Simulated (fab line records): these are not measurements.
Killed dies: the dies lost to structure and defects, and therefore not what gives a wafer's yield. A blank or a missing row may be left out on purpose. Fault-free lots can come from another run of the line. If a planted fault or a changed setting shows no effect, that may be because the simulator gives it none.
Chamber matching -- flow n5-finfet -- N5_BEOL_M0_SAQP_PECVD_04 on pecvd-02: 3 sister chambers
The step deposits a-Si from SiH4/He, target thk 60 nm, time 60.2 s. 22 wafers are shown with their chamber, then 11 later ones without.

== WAFERS WITH THEIR CHAMBER ==
wafer,chamber,showerhead-plenum-p-Torr (Torr),heater-power-w (W),throttle-valve-pct (%)
L074.2,0,5.68,601,17.6
L074.3,1,5.61,668,17.9
L074.5,1,5.61,676,17.9
L077.2,2,5.66,514,17.6
L077.4,2,5.66,500,17.9
L077.5,1,5.61,750,18.0
L078.1,1,5.61,687,17.8
L078.3,0,5.68,586,17.5
L078.5,1,5.60,706,18.0
L079.3,2,5.67,503,18.0
L079.4,2,5.66,498,18.0
L079.6,0,5.68,536,17.5
L082.1,0,5.67,552,17.5
L082.3,1,5.61,708,18.1
L082.4,1,5.61,728,17.8
L084.1,2,5.67,536,18.0
L084.3,1,5.61,689,18.2
L084.4,1,5.62,717,17.9
L087.3,0,5.69,517,17.8
L087.5,1,5.61,684,17.8
L087.6,0,5.68,548,17.8
L088.1,1,5.60,648,18.2

SIGNATURES (averages over the wafers above)
reading,chamber 0,chamber 1,chamber 2,scatter within a chamber
showerhead-plenum-p-Torr,5.6800,5.6091,5.6640,0.00567
heater-power-w,556.67,696.45,510.20,27.4
throttle-valve-pct,17.617,17.964,17.900,0.155
Rule: for a wafer and a chamber, the distance is found by dividing, reading by reading, the gap between the wafer's reading and the chamber's mean by the reading's scatter, squaring, summing and taking the root. The wafer belongs to the nearest chamber; if the next one is less than 2 further off, it can't be placed. The scatter: the root of (the sum of the squares of (reading less its chamber's mean) over the shown wafers, divided by (wafers less chambers)).

== WAFERS WHOSE CHAMBER IS MISSING ==
wafer,showerhead-plenum-p-Torr (Torr),heater-power-w (W),throttle-valve-pct (%)
L088.3,5.67,606,17.5
L088.5,5.67,602,17.6
L089.3,5.69,578,17.8
L089.5,5.67,522,18.4
L089.6,5.68,595,18.0
L092.1,5.62,746,17.6
L092.2,5.67,533,18.3
L092.6,5.66,534,18.2
L097.2,5.66,499,18.2
L097.5,5.69,604,18.0
L097.6,5.66,504,18.5

== CHAMBER TAKEN BY EACH ==
wafer,from the rows above,in truth
L088.3,can't be placed: 0 or 2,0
L088.5,can't be placed: 0 or 2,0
L089.3,0,0
L089.5,2,2
L089.6,can't be placed: 0 or 2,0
L092.1,1,1
L092.2,can't be placed: 2 or 0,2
L092.6,2,2
L097.2,2,2
L097.5,0,0
L097.6,2,2
7 of 11 placed correctly. From these rows, 4 cannot be placed; in 4 the true chamber is one of the candidates. Wrongly placed: 0.
